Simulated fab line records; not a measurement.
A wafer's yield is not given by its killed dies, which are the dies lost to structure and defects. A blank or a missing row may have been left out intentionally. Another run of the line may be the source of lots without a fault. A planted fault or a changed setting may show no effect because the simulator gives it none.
Matching of chambers ; flow n5-finfet ; N5_FIN_SAQP_MANDREL_ETCH_58 on rie-si-05 has 4 sister chambers
The step etches a-Si in HBr/Cl2, stops on SiNx, target depth 45 nm, bt time 10 s, time 27 s. 4 wafers are shown with their chamber, then 9 later ones without.

== WAFERS, EACH WITH ITS CHAMBER ==
wafer;chamber;throttle-valve-pct (%)
L079.3;1;35.24
L087.1;2;35.60
L089.5;3;35.38
L089.6;0;35.57

== WAFERS WHOSE CHAMBER IS MISSING ==
wafer;throttle-valve-pct (%)
L092.1;35.25
L092.2;35.61
L092.4;35.59
L093.1;35.58
L093.3;35.60
L093.4;35.56
L096.1;35.59
L096.4;35.36
L096.5;35.21

== WHICH CHAMBER EACH WENT THROUGH ==
wafer;from the rows above;in truth
L092.1;1;1
L092.2;2;2
L092.4;can't be placed: 2 or 0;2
L093.1;can't be placed: 0 or 2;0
L093.3;2;2
L093.4;0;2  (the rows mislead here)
L096.1;can't be placed: 2 or 0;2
L096.4;3;3
L096.5;1;1
5 of 9 placed correctly. Unplaceable from these rows: 3, with the true chamber sitting among the candidates in 3. Number placed wrongly: 1.
How it was worked out, from the rows above alone: a wafer's distance from a chamber is the root of the sum, over the readings, of the square of ((its reading less the chamber's mean) divided by the reading's scatter). The wafer belongs to the nearest chamber; if the next one is less than 2 further off, it can't be placed. A chamber's mean is the mean of its shown wafers. The scatter: with one shown wafer a chamber, the root of the mean of the squares of how far each hidden wafer lies from its nearest shown one.
